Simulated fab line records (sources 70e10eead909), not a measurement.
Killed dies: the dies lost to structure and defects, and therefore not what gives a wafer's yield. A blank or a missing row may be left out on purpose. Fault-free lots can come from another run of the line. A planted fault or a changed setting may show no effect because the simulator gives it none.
fab line records	flow nandHarc	part 1 of 2: steps 1 to 22 of 36
[record] lots = 5	wafers = 15	lastDay = 33
route steps=1302 shown P_CONTACT@230 P_M0@253
lots with no fault: from the same line, run without faults
startH: hours from the record's first day to the start of the lot's first wafer shown	waitH: time in hours since the lot's previous step	" same as the row above	L1.1+2: one row covering several wafers at once	- no value present, or no start provided	* or withheld: withheld	< > ~ a bound
route shown NAME@n: a module of which the file shows steps, and the number in the route of the first	usual: average and standard deviation across the fault-free wafers	same: alike in all rows	chamber/n: place in a boat	sites: the reading at each site	_std_site: the standard deviation of these	_edge_site: outer sites' mean less inner sites'	radiusMm: how far each site lies from the wafer's centre	mask NAME#n: copy n	behind: the last tool/chamber to shape the wafer	hold: reason for holding the lot/hours on hold/outcome of the hold	device: the n, p or np transistor that did not switch	end of line: at the end of the route, the tests of the same wafers	a step with no rows: only its recipe	killed: the dies lost at the first sort to structure and to defects; this is not the yield of the wafer	map: per-die view of a wafer (x killed, . not killed, _ where there is no die)
set.NAME: the setting the step ran with; set.NAME@STEP: the setting that earlier step ran with	model.NAME: the simulator's own value behind a step, which no gauge read
lots at selected steps of the route; one table per step, one row per wafer
services: a tool's chamber out of use, with start hour (startH, from the record's first day; less than 0 if before it), hours out, and reason
[[steps]]
[step NHARC_P_CONTACT_PEB_10]
[recipe] pebTempC = 100	pebTimeS = 65
lot.wafer	tool	chamber	startH	waitH
L076.1+2+4	lithoTrack-01	0	138.79	0.1
L078.3+4+6	lithoTrack-04	0	159.38	0.0
L083.1+2+3	lithoTrack-01	0	209.36	0.1
L085.3+4+5	lithoTrack-04	0	224.78	0.0
L097.4+5+6	lithoTrack-06	0	345.15	0.1
[step NHARC_P_CONTACT_DEVELOP_11]
[recipe] developTimeS = 35	devTempC = 23
lot.wafer	tool	chamber	startH	waitH
L076.1+2+4	lithoTrack-01	0	-	-
L078.3+4+6	lithoTrack-04	0	-	-
L083.1+2+3	lithoTrack-01	0	-	-
L085.3+4+5	lithoTrack-04	0	-	-
L097.4+5+6	lithoTrack-06	0	-	-
[step NHARC_P_CONTACT_CD_MEAS_12]
[recipe] targetCdNm = 90	landingEnergyEv = 500
[usual] cdNm = 89.9/0.7
lot.wafer	tool	chamber	startH	waitH	cdNm
L076.1	cdSem-03	0	138.87	-	90.2
L076.2	"	0	"	"	90.7
L076.4	"	0	"	"	89.9
L078.3	cdSem-03	0	159.46	-	90.7
L078.4	"	0	"	"	90.5
L078.6	"	0	"	"	89.2
L083.1	cdSem-03	0	209.44	-	90.0
L083.2	"	0	"	"	91.5
L083.3	"	0	"	"	90.4
L085.3	cdSem-01	0	224.86	-	89.6
L085.4	"	0	"	"	89.1
L085.5	"	0	"	"	88.2
L097.4	cdSem-01	0	345.23	-	89.6
L097.5	"	0	"	"	90.1
L097.6	"	0	"	"	89.9
[step NHARC_P_CONTACT_OVL_MEAS_13]
[usual] overlayXNm = 0.0/0.88	overlayYNm = -0.2/0.67
lot.wafer	tool	chamber	startH	waitH	overlayXNm	overlayYNm
L076.1	overlay-01	-	138.96	-	1.2	-1.1
L076.2	"	-	"	"	1.0	-1.4
L076.4	"	-	"	"	0.6	-1.4
L078.3	overlay-01	-	159.54	-	-1.0	-0.1
L078.4	"	-	"	"	-1.2	-0.2
L078.6	"	-	"	"	-0.7	0.1
L083.1	overlay-01	-	209.53	-	-1.1	-0.2
L083.2	"	-	"	"	-1.4	-0.6
L083.3	"	-	"	"	-1.2	0.1
L085.3	overlay-01	-	224.94	-	0.3	0.8
L085.4	"	-	"	"	-0.1	0.3
L085.5	"	-	"	"	1.1	0.2
L097.4	overlay-01	-	345.32	-	1.0	0.4
L097.5	"	-	"	"	0.6	0.5
L097.6	"	-	"	"	0.2	0.5
[step NHARC_P_CONTACT_INSPECT_14]
[usual] rawDefectCount = 4.0/2.1
lot.wafer	tool	chamber	startH	waitH	rawDefectCount
L076.1	defectInspect-01	-	139.00	0.0	6
L076.2	"	-	"	"	3
L076.4	"	-	"	"	3
L078.3	defectInspect-02	-	159.58	0.0	1
L078.4	"	-	"	"	1
L078.6	"	-	"	"	6
L083.1	defectInspect-01	-	209.57	0.0	5
L083.2	"	-	"	"	4
L083.3	"	-	"	"	3
L085.3	defectInspect-02	-	224.98	0.0	4
L085.4	"	-	"	"	1
L085.5	"	-	"	"	2
L097.4	defectInspect-01	-	345.35	0.0	0
L097.5	"	-	"	"	4
L097.6	"	-	"	"	2
[step NHARC_P_CONTACT_DESCUM_17]
[recipe] timeS = 3	o2FlowSccm = 200	arFlowSccm = 0	biasPowerW = 0	chemistry = O2
[usual] drypumpMotorCurrentA = 5.3/0.44	oesProductAu = 1.002/0.0084	rfVppV = 57.7/0.88	showerheadPlenumPTorr = 1.89/0.083	throttleValvePct = 11.311/0.0092
lot.wafer	tool	chamber	startH	waitH	drypumpMotorCurrentA	oesProductAu	rfHoursCounterH	rfVppV	showerheadPlenumPTorr	throttleValvePct
L076.2	rieDiel-11	3	139.07	0.1	5.9	1.007	0.7	56.8	1.85	11.305
L076.1	"	0	"	"	5.2	1.028	0.9	59.4	1.91	11.308
L076.4	"	1	"	"	5.3	1.000	0.9	57.8	1.80	11.307
L078.4	rieDiel-07	1	159.66	0.1	4.9	1.003	0.9	57.3	1.78	11.296
L078.3	"	2	"	"	6.1	0.999	0.7	58.0	1.97	11.311
L078.6	"	3	"	"	5.1	1.014	-	57.7	1.99	11.302
L083.2	rieDiel-07	3	209.63	0.1	5.1	0.993	1.7	57.6	1.99	11.325
L083.3	"	0	"	"	4.8	1.001	2.3	58.6	1.86	11.318
L083.1	"	2	"	"	6.1	0.995	2.0	59.1	1.97	11.305
L085.4	rieDiel-06	1	225.04	0.1	4.8	1.004	3.7	58.2	1.97	11.304
L085.3	"	0	"	"	5.4	0.994	5.2	57.4	1.85	11.299
L085.5	"	1	"	"	4.8	1.008	-	57.3	1.97	11.303
L097.4	rieDiel-06	0	345.43	0.1	5.4	0.990	1.5	56.7	1.84	11.321
L097.5	"	2	"	"	5.3	1.009	-	59.0	2.03	11.290
L097.6	"	3	"	"	4.7	1.006	-	58.2	1.86	11.318
[step NHARC_P_CONTACT_ETCH_35]
[recipe] targetDepthA = 390	overEtchFrac = 0.3	timeS = 65	ionEnergyEv = 80	cf4FlowSccm = 150	arFlowSccm = 0	rfW = 300	biasW = 100	chemistry = CF4
[usual] drypumpMotorCurrentA = 5.3/0.44	oesProductAu = 1.002/0.0088	rfVppV = 151.0/1.1	showerheadPlenumPTorr = 1.74/0.07	throttleValvePct = 13.284/0.0091
lot.wafer	tool	chamber	startH	waitH	drypumpMotorCurrentA	oesProductAu	rfHoursCounterH	rfVppV	showerheadPlenumPTorr	throttleValvePct
L076.4	rieDiel-11	2	139.15	0.1	5.6	1.005	0.8	150.7	1.66	13.300
L076.1	"	0	"	"	5.2	1.019	0.9	151.5	1.76	13.288
L076.2	"	1	"	"	5.3	1.008	0.9	150.4	1.67	13.275
L078.4	rieDiel-07	0	159.73	0.1	4.8	0.991	1.0	150.5	1.72	13.291
L078.3	"	3	"	"	5.1	0.997	0.9	151.3	1.84	13.287
L078.6	"	0	"	"	4.8	0.977	-	149.7	1.72	13.289
L083.1	rieDiel-07	3	209.71	0.1	5.1	1.005	1.7	150.9	1.84	13.295
L083.2	"	1	"	"	4.9	0.994	2.1	149.7	1.66	13.293
L083.3	"	2	"	"	6.1	1.015	2.0	151.0	1.82	13.278
L085.4	rieDiel-06	2	225.12	0.1	5.3	1.026	4.9	152.3	1.87	13.293
L085.3	"	1	"	"	4.8	1.018	3.7	150.9	1.82	13.285
L085.5	"	2	"	"	5.3	1.023	-	152.7	1.87	13.285
L097.4	rieDiel-06	0	345.52	0.1	5.4	0.991	1.6	151.4	1.71	13.279
L097.6	"	1	"	"	4.8	0.996	-	151.3	1.82	13.285
L097.5	"	2	"	"	5.3	1.001	-	154.1	1.87	13.291
[step NHARC_P_CONTACT_ETCH_36]
[recipe] targetDepthA = 2600	overEtchFrac = 0.25	timeS = 406.25	ionEnergyEv = 200	n2FlowSccm = 150	h2FlowSccm = 150	arFlowSccm = 0	rfW = 400	biasW = 150	chemistry = N2/H2
[usual] drypumpMotorCurrentA = 5.3/0.44	oesProductAu = 1.000/0.0082	rfVppV = 429.6/2.5	showerheadPlenumPTorr = 2.01/0.087	throttleValvePct = 14.171/0.0096
lot.wafer	tool	chamber	startH	waitH	drypumpMotorCurrentA	oesProductAu	rfHoursCounterH	rfVppV	showerheadPlenumPTorr	throttleValvePct
L076.4	rieDiel-11	2	-	-	5.5	0.998	0.9	425.5	1.90	14.185
L076.1	"	3	"	"	5.9	0.999	0.8	427.5	1.97	14.176
L076.2	"	0	"	"	5.2	1.011	1.0	429.1	2.03	14.165
L078.3	rieDiel-07	1	-	-	4.9	1.007	1.0	428.2	1.90	14.157
L078.4	"	2	"	"	6.1	1.002	0.8	432.5	2.10	14.165
L078.6	"	1	"	"	4.9	1.010	-	425.9	1.90	14.171
L083.1	rieDiel-07	0	-	-	4.8	0.989	2.4	428.9	1.98	14.163
L083.2	"	1	"	"	4.9	0.986	2.2	428.0	1.90	14.156
L083.3	"	2	"	"	6.1	1.001	2.0	431.5	2.10	14.165
L085.3	rieDiel-06	1	-	-	4.8	0.999	3.8	433.0	2.10	14.156
L085.4	"	3	"	"	4.8	1.003	5.5	430.6	1.99	14.174
L085.5	"	0	"	"	5.4	0.996	-	429.1	1.97	14.169
L097.4	rieDiel-06	0	-	-	5.4	0.982	1.6	428.6	1.96	14.150
L097.5	"	1	"	"	4.8	1.000	-	434.0	2.10	14.158
L097.6	"	2	"	"	5.3	0.999	-	434.9	2.17	14.179
[step NHARC_P_CONTACT_ETCH_18]
[recipe] targetDepthA = 4810	timeS = 240.5	c4f8FlowSccm = 20	o2FlowSccm = 10	arFlowSccm = withheld	rfW = 600	biasW = 1500	chemistry = C4F8/O2/Ar
[usual] oesProductAu = 0.961/0.015	rfVppV = 976/5.6
lot.wafer	tool	chamber	startH	waitH	oesProductAu	rfHoursCounterH	rfVppV
L076.2	rieDiel-11	1	-	-	0.948	1.2	972
L076.1	"	2	"	"	0.939	1.1	970
L076.4	"	0	"	"	0.977	1.0	977
L078.4	rieDiel-07	2	-	-	0.972	0.9	982
L078.3	"	0	"	"	0.947	1.3	974
L078.6	"	2	"	"	0.971	-	982
L083.2	rieDiel-07	1	-	-	0.973	2.3	968
L083.3	"	2	"	"	0.958	2.1	980
L083.1	"	0	"	"	0.944	2.6	974
L085.3	rieDiel-06	0	-	-	0.972	5.5	974
L085.4	"	2	"	"	0.979	5.1	986
L085.5	"	1	"	"	0.963	-	984
L097.4	rieDiel-06	2	-	-	0.960	2.2	985
L097.5	"	3	"	"	0.961	-	976
L097.6	"	0	"	"	0.960	-	972
[step NHARC_P_CONTACT_STRIP_37]
[recipe] c4f8FlowSccm = withheld	o2FlowSccm = 8	arFlowSccm = withheld	biasW = 0	chemistry = C4F8/O2/Ar
lot.wafer	tool	chamber	startH	waitH
L076.2+1+4	rieDiel-11	1,2,3	-	-
L078.4+3+6	rieDiel-07	0,2,3	-	-
L083.2+3+1	rieDiel-07	0,2,3	-	-
L085.3+4+5	rieDiel-06	1,2,0	-	-
L097.4+6+5	rieDiel-06	0,3,0	-	-
[step NHARC_P_CONTACT_ETCH_31]
[recipe] targetDepthA = 300	timeS = 85.7	ionEnergyEv = 120	overEtchFrac = 1	ch3fFlowSccm = 50	o2FlowSccm = 30	arFlowSccm = 200	rfW = 500	biasW = 100	chemistry = CH3F/O2
[usual] drypumpMotorCurrentA = 5.3/0.43	oesProductAu = 0.981/0.011	rfVppV = 243.8/1.5	showerheadPlenumPTorr = 2.41/0.096	throttleValvePct = 20.662/0.0092
lot.wafer	tool	chamber	startH	waitH	drypumpMotorCurrentA	oesProductAu	rfHoursCounterH	rfVppV	showerheadPlenumPTorr	throttleValvePct
L076.4	rieDiel-11	3	-	-	5.9	0.980	1.0	241.4	2.38	20.665
L076.2	"	0	"	"	5.3	0.990	1.1	243.0	2.45	20.656
L076.1	"	1	"	"	5.3	0.984	1.3	243.2	2.32	20.663
L078.3	rieDiel-07	2	-	-	6.1	0.977	1.0	245.0	2.53	20.658
L078.4	"	3	"	"	5.1	0.987	1.1	244.7	2.56	20.659
L078.6	"	2	"	"	6.1	0.989	-	245.2	2.53	20.672
L083.1	rieDiel-07	0	-	-	4.8	0.960	2.6	243.8	2.39	20.663
L083.3	"	1	"	"	4.9	0.982	2.4	242.3	2.30	20.674
L083.2	"	2	"	"	6.1	0.979	2.2	244.5	2.53	20.657
L085.4	rieDiel-06	1	-	-	4.8	0.992	4.1	244.4	2.53	20.666
L085.3	"	2	"	"	5.3	0.990	5.1	246.8	2.61	20.660
L085.5	"	0	"	"	5.4	0.984	-	242.8	2.37	20.658
L097.4	rieDiel-06	1	-	-	4.8	0.994	2.0	246.0	2.53	20.655
L097.5	"	3	"	"	4.8	0.990	-	242.3	2.40	20.659
L097.6	"	0	"	"	5.4	0.984	-	243.4	2.37	20.670
[step NHARC_P_CONTACT_CD_MEAS_19]
[usual] cdNm = 89.8/2
lot.wafer	tool	chamber	startH	waitH	cdNm
L076.1	cdSem-03	-	139.93	-	87.6
L076.2	"	-	"	"	90.9
L076.4	"	-	"	"	89.2
L078.3	cdSem-01	-	160.52	-	91.6
L078.4	"	-	"	"	89.3
L078.6	"	-	"	"	89.2
L083.1	cdSem-01	-	210.50	-	90.9
L083.2	"	-	"	"	90.9
L083.3	"	-	"	"	90.1
L085.3	cdSem-01	-	225.92	-	87.8
L085.4	"	-	"	"	90.5
L085.5	"	-	"	"	88.6
L097.4	cdSem-03	-	346.29	-	88.5
L097.5	"	-	"	"	91.8
L097.6	"	-	"	"	86.3
[step NHARC_P_CONTACT_STRIP_28]
[recipe] o2FlowSccm = 500	arFlowSccm = 0	biasW = 0	chemistry = O2
[usual] drypumpMotorCurrentA = 5.3/0.42	oesProductAu = 1.001/0.0093	rfVppV = 57.8/0.92	showerheadPlenumPTorr = 3.50/0.14	throttleValvePct = 17.037/0.0095
lot.wafer	tool	chamber	startH	waitH	drypumpMotorCurrentA	oesProductAu	rfHoursCounterH	rfVppV	showerheadPlenumPTorr	throttleValvePct
L076.2	rieDiel-06	1	140.01	0.1	4.8	1.006	0.0	57.6	3.63	17.033
L076.1	"	3	"	"	4.8	0.994	0.0	57.9	3.45	17.032
L076.4	"	0	"	"	5.4	0.990	0.0	56.6	3.41	17.048
L078.4	rieDiel-06	1	160.62	0.1	4.8	1.000	1.6	58.0	3.63	17.034
L078.3	"	2	"	"	5.3	0.991	1.2	60.8	3.74	17.034
L078.6	"	0	"	"	5.5	0.996	-	57.5	3.41	17.033
L083.2	rieDiel-11	3	210.57	0.1	5.9	0.993	3.9	56.6	3.42	17.048
L083.3	"	0	"	"	5.3	1.011	3.2	58.7	3.51	17.040
L083.1	"	1	"	"	5.3	0.997	3.9	56.5	3.33	17.047
L085.3	rieDiel-07	1	226.03	0.1	4.9	1.001	2.7	58.1	3.31	17.028
L085.5	"	0	"	"	4.8	0.997	-	58.3	3.43	17.042
L085.4	"	1	"	"	4.9	1.008	-	57.4	3.31	17.025
L097.4	rieDiel-06	2	346.40	0.1	5.3	1.008	2.3	57.9	3.73	17.043
L097.6	"	3	"	"	4.8	1.009	-	58.3	3.44	17.036
L097.5	"	0	"	"	5.4	0.991	-	57.0	3.41	17.030
[step NHARC_P_CONTACT_STRIP_29]
[recipe] timeS = 1200	tempC = 72.5	chemistry = postEtchResidueRemover
lot.wafer	tool	chamber	startH	waitH
L076.4+2+1	wetBench-07	4,5,7	140.21	-
L078.4+3+6	wetBench-09	7,0,1	160.79	-
L083.2+1+3	wetBench-09	3,5,7	210.76	-
L085.3+5+4	wetBench-01	4,6,7	226.21	0.2
L097.5+6+4	wetBench-01	2,3,4	346.57	-
[step NHARC_P_CONTACT_DEGAS_38]
[recipe] tempC = 300	timeS = 60
[usual] heaterPowerW = 475/34
lot.wafer	tool	chamber	startH	waitH	heaterPowerW
L076.4	pvdSputter-02	-	140.64	-	489
L076.2	"	-	"	"	461
L076.1	"	-	"	"	488
L078.3	pvdSputter-03	-	161.23	-	465
L078.4	"	-	"	"	451
L078.6	"	-	"	"	491
L083.3	pvdSputter-01	-	211.21	-	450
L083.2	"	-	"	"	453
L083.1	"	-	"	"	427
L085.4	pvdSputter-03	-	226.69	-	459
L085.3	"	-	"	"	446
L085.5	"	-	"	"	444
L097.4	pvdSputter-03	-	347.01	-	439
L097.6	"	-	"	"	457
L097.5	"	-	"	"	505
[step NHARC_P_CONTACT_PRE_CLEAN_39]
[recipe] timeS = 19.5	biasV = 250	gas = Ar
lot.wafer	tool	chamber	startH	waitH
L076.4+1+2	pvdSputter-02	-	-	-
L078.3+4+6	pvdSputter-03	-	-	-
L083.2+3+1	pvdSputter-01	-	-	-
L085.4+3+5	pvdSputter-03	-	-	-
L097.4+6+5	pvdSputter-03	-	-	-
[step NHARC_P_CONTACT_PVD_32]
[recipe] targetThkA = 50	chamberPressurePa = 5	powerW = 5000	substrateTempC = 200	timeS = 17.7	material = Ti
[usual] substrateTempC = 199.99/0.19	throttleValvePct = 29.9/0.87
lot.wafer	tool	chamber	startH	waitH	substrateTempC	throttleValvePct
L076.2	pvdSputter-02	-	-	-	200.33	30.9
L076.4	"	-	"	"	200.19	29.9
L076.1	"	-	"	"	200.22	29.2
L078.4	pvdSputter-03	-	-	-	199.94	28.2
L078.3	"	-	"	"	199.74	29.5
L078.6	"	-	"	"	199.88	28.3
L083.1	pvdSputter-01	-	-	-	199.96	30.6
L083.2	"	-	"	"	200.01	29.3
L083.3	"	-	"	"	199.88	30.7
L085.4	pvdSputter-03	-	-	-	199.86	29.8
L085.3	"	-	"	"	199.82	31.1
L085.5	"	-	"	"	199.78	28.1
L097.4	pvdSputter-03	-	-	-	200.01	29.9
L097.6	"	-	"	"	199.97	30.2
L097.5	"	-	"	"	199.97	30.9
[step NHARC_P_CONTACT_ALD_22]
[recipe] targetThkA = 30	pulseTimeS = 1	aldCycles = 150	tempC = 450	material = TiN
[usual] heaterPowerW = 1053/78	precursorPulseHeightRel = 1.000/0.02
lot.wafer	tool	chamber	startH	waitH	heaterPowerW	precursorPulseHeightRel
L076.1	aldMetal-04	2	140.91	-	997	1.012
L076.2	"	3	"	"	1062	0.987
L076.4	"	3	"	"	1062	0.997
L078.3	aldMetal-01	0	161.46	-	1047	0.993
L078.4	"	1	"	"	1076	1.018
L078.6	"	1	"	"	1065	0.986
L083.1	aldMetal-03	1	211.45	-	1128	1.003
L083.3	"	2	"	"	1164	0.978
L083.2	"	3	"	"	1026	0.996
L085.4	aldMetal-03	2	226.96	-	1185	1.007
L085.3	"	3	"	"	1058	0.987
L085.5	"	1	"	"	1097	0.973
L097.4	aldMetal-01	3	347.29	-	1096	1.009
L097.6	"	2	"	"	1083	0.989
L097.5	"	3	"	"	1121	1.045
[step NHARC_P_CONTACT_CVD_23]
[recipe] targetThkA = 2000	tempC = 300	pressureTorr = 40	wf6FlowSccm = 40	h2FlowSccm = 1600	arFlowSccm = 1560	timeS = 557	material = W
[usual] chamberPressureTorr = 40.01/0.081	heaterPowerW = 483/40	throttleValvePct = 7.79/0.18
lot.wafer	tool	chamber	startH	waitH	chamberPressureTorr	heaterPowerW	throttleValvePct
L076.2	cvdW-02	0	-	-	39.99	504	7.72
L076.1	"	1	"	"	39.98	535	7.54
L076.4	"	0	"	"	40.06	504	7.67
L078.3	cvdW-01	1	-	-	40.03	443	7.63
L078.4	"	0	"	"	40.00	441	7.77
L078.6	"	0	"	"	40.12	425	8.26
L083.2	cvdW-02	0	-	-	39.96	513	7.89
L083.1	"	1	"	"	39.89	533	7.99
L083.3	"	0	"	"	40.04	508	7.79
L085.4	cvdW-01	1	-	-	39.92	447	7.62
L085.3	"	0	"	"	40.05	437	7.86
L085.5	"	1	"	"	40.11	443	7.85
L097.4	cvdW-02	0	-	-	40.00	514	7.92
L097.6	"	0	"	"	40.10	504	8.27
L097.5	"	1	"	"	40.07	532	7.36
[step NHARC_P_CONTACT_CMP_24]
[recipe] tOverpolishS = 30	targetThkNm = 200
[usual] motorCurrentA = 12.2/1.2	overpolishRunS = 30.000/0.0083	timeToEndpointS = 40/3.2
lot.wafer	tool	chamber	startH	waitH	motorCurrentA	overpolishRunS	timeToEndpointS
L076.1	cmp-03	2	141.78	0.5	10.4	30.002	36
L076.2	"	0	"	"	12.2	29.987	41
L076.4	"	1	"	"	14.4	30.005	39
L078.4	cmp-02	1	162.31	0.3	12.3	29.999	36
L078.3	"	2	"	"	12.4	29.989	33
L078.6	"	1	"	"	12.1	30.000	36
L083.1	cmp-01	2	212.30	0.5	13.6	29.991	38
L083.3	"	0	"	"	13.7	30.004	41
L083.2	"	1	"	"	12.6	30.003	41
L085.3	cmp-02	3	227.81	0.3	11.5	30.000	43
L085.4	"	1	"	"	12.2	29.994	43
L085.5	"	2	"	"	12.4	29.983	38
L097.4	cmp-02	0	348.19	0.5	10.0	30.001	44
L097.6	"	1	"	"	13.1	29.992	46
L097.5	"	2	"	"	12.4	30.006	42
[step NHARC_P_CONTACT_SRD_26]
lot.wafer	tool	chamber	startH	waitH
L076.1+4+2	wetBench-09	5,1,2	142.11	0.0
L078.4+6+3	wetBench-01	2,4,5	162.64	0.0
L083.3+2+1	wetBench-07	1,2,5	212.63	0.0
L085.5+4+3	wetBench-01	4,0,1	228.10	0.0
L097.6+4+5	wetBench-09	3,4,5	348.44	0.0
[step NHARC_P_CONTACT_INSPECT_27]
[usual] rawDefectCount = 309/110
lot.wafer	tool	chamber	startH	waitH	rawDefectCount
L076.1	defectInspect-01	-	142.19	0.1	323
L076.2	"	-	"	"	219
L076.4	"	-	"	"	209
L078.3	defectInspect-02	-	162.73	0.1	254
L078.4	"	-	"	"	392
L078.6	"	-	"	"	317
L083.1	defectInspect-02	-	212.70	0.1	335
L083.2	"	-	"	"	427
L083.3	"	-	"	"	328
L085.3	defectInspect-02	-	228.19	0.1	151
L085.4	"	-	"	"	142
L085.5	"	-	"	"	160
L097.4	defectInspect-02	-	348.52	0.1	387
L097.5	"	-	"	"	273
L097.6	"	-	"	"	446
